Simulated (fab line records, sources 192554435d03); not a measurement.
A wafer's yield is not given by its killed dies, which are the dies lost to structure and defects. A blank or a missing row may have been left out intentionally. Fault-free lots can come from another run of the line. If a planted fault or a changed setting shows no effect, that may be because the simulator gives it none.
The same fault as seen by 2 desks || flow n5-finfet || each desk has only its own numbers; what lay behind them comes last

## THE METROLOGY DESK
Means of the sampled wafers that have a number, per lot and without regard to the tool the lot ran on: this is what the gauges read. Any lot whose mean is over 4 standard deviations away from the usual mean is out of limits and marked OUT; that distance is given in the brackets.
Columns: A = M8_ILD_THK at N5_BEOL_M8_THK_MEAS_01, usual 155.1 nm
{"lot": "L321", "first seen here": "day 10 05:41", "A": 156.0}
{"lot": "L322", "first seen here": "day 10 08:17", "A": 153.9}
{"lot": "L325", "first seen here": "day 12 08:51", "A": 154.3}
{"lot": "L324", "first seen here": "day 12 10:38", "A": 155.8}
{"lot": "L326", "first seen here": "day 13 02:20", "A": 156.0}
{"lot": "L328", "first seen here": "day 13 12:55", "A": 152.6}
{"lot": "L335", "first seen here": "day 16 08:52", "A": 154.7}
{"lot": "L339", "first seen here": "day 16 11:37", "A": 155.7}
{"lot": "L340", "first seen here": "day 16 16:06", "A": 156.2}
{"lot": "L343", "first seen here": "day 16 21:31", "A": 155.7}
{"lot": "L344", "first seen here": "day 16 22:35", "A": 156.3}
This desk's verdict: no lot among the 11 shows anything out of limits.

## AT THE TOOL OWNER'S DESK: pecvd-01
The tool's own readings at N5_BEOL_M8_ILD_DEP_00 (deposits SiCOH lowk from DEMS/porogen, target thk 179.75 nm, time 33.4 s): means of the sampled wafers that have a number, for each lot that ran on this tool. Any lot whose mean is over 4 standard deviations away from the usual mean is out of limits and marked OUT; that distance is given in the brackets.
Columns: A = heater-power-outer-w at N5_BEOL_M8_ILD_DEP_00, usual 143 W; B = heater-power-w at N5_BEOL_M8_ILD_DEP_00, usual 317 W; C = showerhead-plenum-p-Torr at N5_BEOL_M8_ILD_DEP_00, usual 5.737 Torr; D = throttle-valve-pct at N5_BEOL_M8_ILD_DEP_00, usual 13.6 %
{"lot": "L321", "first seen here": "day 10 05:07", "A": 124, "B": 301, "C": 5.735, "D": 13.2}
{"lot": "L322", "first seen here": "day 10 07:43", "A": 125, "B": 311, "C": 5.725, "D": 13.3}
{"lot": "L325", "first seen here": "day 12 08:16", "A": 143, "B": 329, "C": 5.740, "D": 13.4}
{"lot": "L326", "first seen here": "day 13 01:45", "A": 152, "B": 339, "C": 5.734, "D": 12.9}
{"lot": "L328", "first seen here": "day 13 12:20", "A": 132, "B": 318, "C": 5.734, "D": 13.2}
{"lot": "L343", "first seen here": "day 16 20:56", "A": 148, "B": 336, "C": 5.739, "D": 13.4}
{"lot": "L344", "first seen here": "day 16 21:50", "A": 108, "B": 280, "C": 5.729, "D": 13.6}
This desk's verdict: no lot among the 7 shows anything out of limits.

## ALL TOGETHER
Nothing out of limits was seen by the metrology desk.
The desk of the tool owner found nothing out of limits.

## WHAT THE SIMULATOR HAD PUT IN
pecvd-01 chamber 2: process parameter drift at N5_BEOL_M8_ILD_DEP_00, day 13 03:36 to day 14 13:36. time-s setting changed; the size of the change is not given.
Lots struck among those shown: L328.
